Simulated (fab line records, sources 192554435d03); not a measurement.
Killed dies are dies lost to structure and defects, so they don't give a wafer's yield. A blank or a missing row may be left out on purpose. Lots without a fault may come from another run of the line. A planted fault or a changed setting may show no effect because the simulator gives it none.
Chamber matching | flow n5_finfet | N5_GATE_CUT_ETCH_58 on rie_diel-04: 4 sister chambers
The step etches SiNx in CH3F/O2, target depth 17 nm, time 128.6 s. 8 wafers are shown with their chamber, then 10 later ones without.

WAFERS WITH THEIR CHAMBER
wafer  | chamber | showerhead_plenum_p_Torr (Torr) | throttle_valve_pct (%)
L075.6 | 3       | 1.87                            | 16.04
L079.3 | 3       | 1.87                            | 16.07
L080.4 | 0       | 1.91                            | 16.06
L083.1 | 0       | 1.91                            | 16.09
L083.3 | 1       | 2.09                            | 16.19
L083.4 | 2       | 2.08                            | 16.79
L089.2 | 1       | 2.08                            | 16.21
L089.4 | 2       | 2.08                            | 16.79

WAFERS WITHOUT THEIR CHAMBER
wafer  | showerhead_plenum_p_Torr (Torr) | throttle_valve_pct (%)
L089.5 | 1.91                            | 16.12
L090.1 | 2.08                            | 16.80
L090.2 | 1.91                            | 16.10
L090.3 | 1.86                            | 16.09
L094.2 | 1.86                            | 16.09
L094.3 | 1.90                            | 16.12
L094.5 | 1.86                            | 16.09
L096.1 | 1.86                            | 16.11
L096.4 | 1.90                            | 16.11
L096.6 | 1.90                            | 16.13

WHICH CHAMBER EACH WENT THROUGH
wafer  | from the rows above | in truth
L089.5 | 0                   | 0
L090.1 | 2                   | 2
L090.2 | 0                   | 0
L090.3 | 3                   | 3
L094.2 | 3                   | 3
L094.3 | 0                   | 0
L094.5 | 3                   | 3
L096.1 | 3                   | 3
L096.4 | 0                   | 0
L096.6 | 0                   | 0
Placed correctly: 10 of 10. Can't be placed from these rows: 0. Placed wrongly: 0.
How it was worked out, from the rows above alone: a wafer's distance from a chamber is the root of the sum, over the readings, of the square of ((its reading less the chamber's mean) divided by the reading's scatter). The wafer belongs to the nearest chamber; if the next one is less than 2 further off, it can't be placed. A chamber's mean is the mean of its shown wafers. The scatter: the root of (the sum of the squares of (reading less its chamber's mean) over the shown wafers, divided by (wafers less chambers)).
